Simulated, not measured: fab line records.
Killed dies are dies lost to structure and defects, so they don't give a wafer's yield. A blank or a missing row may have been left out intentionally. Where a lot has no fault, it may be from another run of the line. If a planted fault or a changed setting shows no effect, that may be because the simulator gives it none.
Which tool was responsible? -- flow n5Finfet -- Sampling: 24 lots, 72 wafers, 6 of 1938 route steps

WHAT EACH GAUGE READ, for each wafer
The record holds no reading of a measuring or inspecting step that can be judged against a usual standard deviation.

EACH LOT AND THE TOOL THAT RAN IT (in order: tool; ch and the chambers of the sampled wafers; start)
lot,N5_BEOL_M2_SPUTTER_86,N5_BEOL_M2_SPUTTER_90,N5_BEOL_M2_SPUTTER_94,N5_BEOL_M2_PRE_CLEAN_60,N5_BEOL_M3_ILD_DEP_00,N5_BEOL_M3_ETCH_77
L074,"pvdSputter-01, day 6 16:04","pvdSputter-01, day 6 16:31","pvdSputter-01, day 6 16:57","cvdCo-02 ch 0,1,2, day 6 18:03","pecvd-04 ch 0,2, day 6 18:20","rieDiel-02 ch 0,2,3, day 6 20:59"
L075,"pvdSputter-02, day 7 07:09","pvdSputter-02, day 7 07:35","pvdSputter-02, day 7 08:02","cvdCo-01 ch 1,2, day 7 09:04","pecvd-02 ch 1,2, day 7 09:22","rieDiel-01 ch 0,1,2, day 7 13:54"
L076,"pvdSputter-03, day 7 07:16","pvdSputter-03, day 7 07:42","pvdSputter-03, day 7 08:08","cvdCo-02 ch 1,2, day 7 09:13","pecvd-04 ch 1,2, day 7 09:30","rieDiel-02 ch 0,1,3, day 7 13:58"
L077,"pvdSputter-03, day 7 09:06","pvdSputter-03, day 7 09:32","pvdSputter-03, day 7 09:59","cvdCo-02 ch 0,2, day 7 11:02","pecvd-04 ch 0,1,2, day 7 11:19","rieDiel-03 ch 1,2,3, day 7 14:01"
L078,"pvdSputter-01, day 7 18:29","pvdSputter-01, day 7 18:55","pvdSputter-01, day 7 19:22","cvdCo-01 ch 0,1, day 7 20:25","pecvd-02 ch 0,1,2, day 7 20:41","rieDiel-02 ch 0,2,3, day 8 00:11"
L079,"pvdSputter-01, day 8 02:29","pvdSputter-01, day 8 02:56","pvdSputter-01, day 8 03:22","cvdCo-02 ch 0,1,2, day 8 04:25","pecvd-02 ch 0,2, day 8 04:42","rieDiel-02 ch 0,1, day 8 09:05"
L080,"pvdSputter-02, day 8 09:52","pvdSputter-02, day 8 10:19","pvdSputter-02, day 8 10:45","cvdCo-01 ch 0,1, day 8 11:47","pecvd-02 ch 1,2, day 8 12:05","rieDiel-01 ch 0,3, day 8 15:56"
L081,"pvdSputter-02, day 8 16:04","pvdSputter-02, day 8 16:31","pvdSputter-02, day 8 16:57","cvdCo-02 ch 0,1,2, day 8 18:09","pecvd-01 ch 0,1,2, day 8 18:26","rieDiel-03 ch 1,2,3, day 8 20:50"
L082,"pvdSputter-02, day 8 19:58","pvdSputter-02, day 8 20:25","pvdSputter-02, day 8 20:51","cvdCo-01 ch 0,2, day 8 21:55","pecvd-04 ch 1,2, day 8 22:12","rieDiel-03 ch 0,1,2, day 9 01:50"
L083,"pvdSputter-01, day 9 04:20","pvdSputter-01, day 9 04:46","pvdSputter-01, day 9 05:13","cvdCo-01 ch 1,2, day 9 06:19","pecvd-02 ch 0,2, day 9 06:37","rieDiel-01 ch 0,1,2, day 9 10:16"
L084,"pvdSputter-03, day 9 16:14","pvdSputter-03, day 9 16:41","pvdSputter-03, day 9 17:07","cvdCo-01 ch 0,1, day 9 18:11","pecvd-04 ch 0,1, day 9 18:28","rieDiel-02 ch 0,2,3, day 9 20:17"
L085,"pvdSputter-01, day 9 23:38","pvdSputter-01, day 10 00:05","pvdSputter-01, day 10 00:31","cvdCo-02 ch 1,2, day 10 01:35","pecvd-02 ch 0,2, day 10 01:52","rieDiel-03 ch 1,2, day 10 04:14"
L086,"pvdSputter-02, day 10 01:25","pvdSputter-02, day 10 01:51","pvdSputter-02, day 10 02:17","cvdCo-01 ch 0,2, day 10 03:20","pecvd-01 ch 0,1, day 10 03:37","rieDiel-02 ch 0,3, day 10 07:56"
L088,"pvdSputter-02, day 10 10:49","pvdSputter-02, day 10 11:16","pvdSputter-02, day 10 11:42","cvdCo-02 ch 1,2, day 10 12:45","pecvd-04 ch 0,1, day 10 13:02","rieDiel-03 ch 0,3, day 10 15:56"
L089,"pvdSputter-02, day 10 17:43","pvdSputter-02, day 10 18:09","pvdSputter-02, day 10 18:35","cvdCo-01 ch 0,1, day 10 19:38","pecvd-02 ch 0,1, day 10 19:55","rieDiel-02 ch 0,1, day 10 22:02"
L087,"pvdSputter-01, day 10 17:46","pvdSputter-01, day 10 18:13","pvdSputter-01, day 10 18:39","cvdCo-02 ch 0,1,2, day 10 19:43","pecvd-04 ch 0,1,2, day 10 19:59","rieDiel-03 ch 0,1,3, day 10 22:28"
L090,"pvdSputter-03, day 10 18:43","pvdSputter-03, day 10 19:09","pvdSputter-03, day 10 19:35","cvdCo-01 ch 0,1,2, day 10 20:40","pecvd-02 ch 1,2, day 10 20:56","rieDiel-03 ch 2,3, day 11 00:22"
L091,"pvdSputter-03, day 10 21:40","pvdSputter-03, day 10 22:07","pvdSputter-03, day 10 22:33","cvdCo-02 ch 0,1,2, day 10 23:41","pecvd-04 ch 0,1,2, day 10 23:58","rieDiel-02 ch 0,1,3, day 11 03:48"
L093,"pvdSputter-03, day 11 09:26","pvdSputter-03, day 11 09:52","pvdSputter-03, day 11 10:19","cvdCo-02 ch 0,1, day 11 11:22","pecvd-01 ch 0,1, day 11 11:38","rieDiel-03 ch 0,2,3, day 11 15:43"
L092,"pvdSputter-02, day 11 09:38","pvdSputter-02, day 11 10:05","pvdSputter-02, day 11 10:31","cvdCo-02 ch 0,2, day 11 11:41","pecvd-04 ch 0,1,2, day 11 11:59","rieDiel-03 ch 0,1,3, day 11 15:50"
L094,"pvdSputter-03, day 12 05:40","pvdSputter-03, day 12 06:07","pvdSputter-03, day 12 06:33","cvdCo-01 ch 0,1,2, day 12 07:36","pecvd-02 ch 0,1, day 12 07:53","rieDiel-03 ch 0,1,2, day 12 12:03"
L095,"pvdSputter-03, day 12 13:50","pvdSputter-03, day 12 14:16","pvdSputter-03, day 12 14:43","cvdCo-01 ch 1,2, day 12 17:03","pecvd-02 ch 1,2, day 12 17:22","rieDiel-03 ch 0,1,3, day 12 20:17"
L096,"pvdSputter-01, day 12 18:29","pvdSputter-01, day 12 18:56","pvdSputter-01, day 12 19:22","cvdCo-02 ch 0,1,2, day 12 20:25","pecvd-02 ch 0,1,2, day 12 20:42","rieDiel-01 ch 1,3, day 12 23:11"
L097,"pvdSputter-02, day 12 20:16","pvdSputter-02, day 12 20:43","pvdSputter-02, day 12 21:09","cvdCo-01 ch 0,1,2, day 12 22:24","pecvd-02 ch 0,2, day 12 22:41","rieDiel-01 ch 0,2,3, day 13 01:50"
- N5_BEOL_M2_SPUTTER_86: material Cu, target thk 4.5 nm, time 8.29 s.
- N5_BEOL_M2_SPUTTER_90: material Cu, target thk 4.5 nm, time 8.29 s.
- N5_BEOL_M2_SPUTTER_94: material Cu, target thk 4.5 nm, time 8.29 s.
- N5_BEOL_M2_PRE_CLEAN_60: time 15 s.
- N5_BEOL_M3_ILD_DEP_00: deposits SiOC from DEMS/O2, target thk 79 nm, time 15.3 s.
- N5_BEOL_M3_ETCH_77: etches underlayer in N2/H2, target depth 6.5 nm, time 5.2 s.

WHAT THE TOOLS THEMSELVES READ (means of the sampled wafers that have a number; where no wafer has one, the mark that the record gives instead)
N5_BEOL_M2_SPUTTER_86.
lot,tool,throttleValvePct (%)
L074,pvdSputter-01,30.7
L075,pvdSputter-02,30.3
L076,pvdSputter-03,30.9
L077,pvdSputter-03,30.5
L078,pvdSputter-01,30.7
L079,pvdSputter-01,30.1
L080,pvdSputter-02,30.1
L081,pvdSputter-02,30.5
L082,pvdSputter-02,30.0
L083,pvdSputter-01,30.1
L084,pvdSputter-03,30.1
L085,pvdSputter-01,30.0
L086,pvdSputter-02,29.7
L088,pvdSputter-02,30.1
L089,pvdSputter-02,29.9
L087,pvdSputter-01,30.4
L090,pvdSputter-03,30.8
L091,pvdSputter-03,29.8
L093,pvdSputter-03,29.0
L092,pvdSputter-02,30.7
L094,pvdSputter-03,30.1
L095,pvdSputter-03,30.7
L096,pvdSputter-01,30.1
L097,pvdSputter-02,29.7

N5_BEOL_M2_SPUTTER_90.
lot,tool,throttleValvePct (%)
L074,pvdSputter-01,30.4
L075,pvdSputter-02,30.3
L076,pvdSputter-03,30.7
L077,pvdSputter-03,30.5
L078,pvdSputter-01,30.8
L079,pvdSputter-01,30.1
L080,pvdSputter-02,30.1
L081,pvdSputter-02,30.3
L082,pvdSputter-02,30.3
L083,pvdSputter-01,30.1
L084,pvdSputter-03,30.1
L085,pvdSputter-01,30.1
L086,pvdSputter-02,29.9
L088,pvdSputter-02,30.1
L089,pvdSputter-02,30.2
L087,pvdSputter-01,30.2
L090,pvdSputter-03,30.7
L091,pvdSputter-03,29.8
L093,pvdSputter-03,29.0
L092,pvdSputter-02,30.8
L094,pvdSputter-03,30.1
L095,pvdSputter-03,30.9
L096,pvdSputter-01,30.1
L097,pvdSputter-02,29.8

N5_BEOL_M2_SPUTTER_94.
lot,tool,throttleValvePct (%)
L074,pvdSputter-01,30.5
L075,pvdSputter-02,30.5
L076,pvdSputter-03,30.8
L077,pvdSputter-03,30.5
L078,pvdSputter-01,30.6
L079,pvdSputter-01,30.1
L080,pvdSputter-02,30.1
L081,pvdSputter-02,30.3
L082,pvdSputter-02,30.2
L083,pvdSputter-01,29.9
L084,pvdSputter-03,30.0
L085,pvdSputter-01,30.2
L086,pvdSputter-02,29.9
L088,pvdSputter-02,30.1
L089,pvdSputter-02,30.0
L087,pvdSputter-01,30.4
L090,pvdSputter-03,30.8
L091,pvdSputter-03,29.7
L093,pvdSputter-03,29.3
L092,pvdSputter-02,30.6
L094,pvdSputter-03,29.9
L095,pvdSputter-03,30.7
L096,pvdSputter-01,30.2
L097,pvdSputter-02,29.8

N5_BEOL_M2_PRE_CLEAN_60.
lot,tool,heaterPowerW (W)
L074,cvdCo-02,101
L075,cvdCo-01,83
L076,cvdCo-02,115
L077,cvdCo-02,100
L078,cvdCo-01,95
L079,cvdCo-02,100
L080,cvdCo-01,95
L081,cvdCo-02,100
L082,cvdCo-01,92
L083,cvdCo-01,82
L084,cvdCo-01,94
L085,cvdCo-02,118
L086,cvdCo-01,93
L088,cvdCo-02,117
L089,cvdCo-01,94
L087,cvdCo-02,102
L090,cvdCo-01,90
L091,cvdCo-02,100
L093,cvdCo-02,102
L092,cvdCo-02,100
L094,cvdCo-01,91
L095,cvdCo-01,85
L096,cvdCo-02,102
L097,cvdCo-01,91

N5_BEOL_M3_ILD_DEP_00.
lot,tool,heaterPowerW (W),showerheadPlenumPTorr (Torr),throttleValvePct (%)
L074,pecvd-04,471,5.702,12.0
L075,pecvd-02,380,5.694,12.1
L076,pecvd-04,501,5.700,11.3
L077,pecvd-04,487,5.698,11.6
L078,pecvd-02,503,5.683,12.3
L079,pecvd-02,561,5.680,12.3
L080,pecvd-02,398,5.696,11.5
L081,pecvd-01,467,5.696,12.0
L082,pecvd-04,525,5.693,11.2
L083,pecvd-02,438,5.694,11.9
L084,pecvd-04,561,5.703,11.1
L085,pecvd-02,475,5.691,11.6
L086,pecvd-01,508,5.699,12.4
L088,pecvd-04,521,5.695,11.3
L089,pecvd-02,471,5.694,12.9
L087,pecvd-04,472,5.707,11.5
L090,pecvd-02,424,5.692,12.3
L091,pecvd-04,531,5.705,11.2
L093,pecvd-01,429,5.694,12.1
L092,pecvd-04,511,5.698,11.3
L094,pecvd-02,497,5.687,12.8
L095,pecvd-02,407,5.687,12.3
L096,pecvd-02,457,5.690,12.4
L097,pecvd-02,419,5.694,11.7

N5_BEOL_M3_ETCH_77.
lot,tool,chamberPressureMTorr (mTorr),drypumpMotorCurrentA (A),etchRfOnTimeS (s),oesProductAu (a.u.),rfVppV (V),showerheadPlenumPTorr (Torr),throttleValvePct (%)
L074,rieDiel-02,30.01,5.4,5.14,0.65,525.5,2.58,17.78
L075,rieDiel-01,30.03,5.4,5.08,0.71,524.7,2.57,17.69
L076,rieDiel-02,30.04,5.7,5.27,0.61,524.1,2.59,17.92
L077,rieDiel-03,29.94,6.2,5.13,0.73,525.7,2.65,17.76
L078,rieDiel-02,30.03,5.4,5.23,0.64,525.2,2.58,17.80
L079,rieDiel-02,30.01,5.9,5.26,0.60,524.5,2.55,18.04
L080,rieDiel-01,30.03,5.7,5.15,0.74,526.5,2.66,17.78
L081,rieDiel-03,30.00,6.3,5.16,0.71,526.2,2.64,17.76
L082,rieDiel-03,30.03,6.2,5.25,0.72,525.7,2.61,17.63
L083,rieDiel-01,30.00,5.5,5.09,0.70,524.5,2.56,17.70
L084,rieDiel-02,30.02,5.4,5.18,0.64,524.8,2.57,17.81
L085,rieDiel-03,30.01,6.5,5.18,0.66,526.7,2.65,17.86
L086,rieDiel-02,29.98,5.7,5.15,0.63,527.5,2.64,17.76
L088,rieDiel-03,29.99,5.7,5.12,0.77,523.7,2.52,17.46
L089,rieDiel-02,30.00,5.9,5.17,0.78,525.5,2.55,17.76
L087,rieDiel-03,29.99,6.0,5.23,0.71,524.8,2.56,17.66
L090,rieDiel-03,30.02,6.2,5.14,0.73,527.4,2.67,17.74
L091,rieDiel-02,30.03,5.6,5.24,0.68,524.7,2.58,17.83
L093,rieDiel-03,29.98,6.0,5.12,0.74,525.9,2.59,17.60
L092,rieDiel-03,29.94,6.0,5.15,0.70,523.6,2.56,17.66
L094,rieDiel-03,30.00,6.2,5.27,0.69,524.6,2.60,17.69
L095,rieDiel-03,29.98,6.0,5.13,0.70,525.1,2.56,17.68
L096,rieDiel-01,29.98,5.6,5.17,0.69,524.9,2.56,17.76
L097,rieDiel-01,29.98,5.4,5.10,0.70,524.2,2.56,17.72

THE ANSWER, worked out from the rows above alone
Rule: usual is defined by the lots themselves. The widest of any qualifying gaps counts: lots, ordered by their means at a reading, are off when they make up no more than a third of the lots, leave a main group of 4 or more, and stand apart from it by 3 or more times the standard deviation of that group's means. If all means in a main group match to the digits the tables above print for the reading, that group is not used. A lot without any number at a reading at which 4 lots or more have one is off too. The other lots that the step has rows for count as sound. The gauges are gone through in route order, then the tools' own readings, and for those a lot's mean is taken as printed above. At the first step where some lot is off, the reading lying furthest off is the one used; lots without a number count as furthest.
Nothing can be told from this: no lot is off at any reading shown.

WHAT HAD BEEN PUT IN BY THE SIMULATOR
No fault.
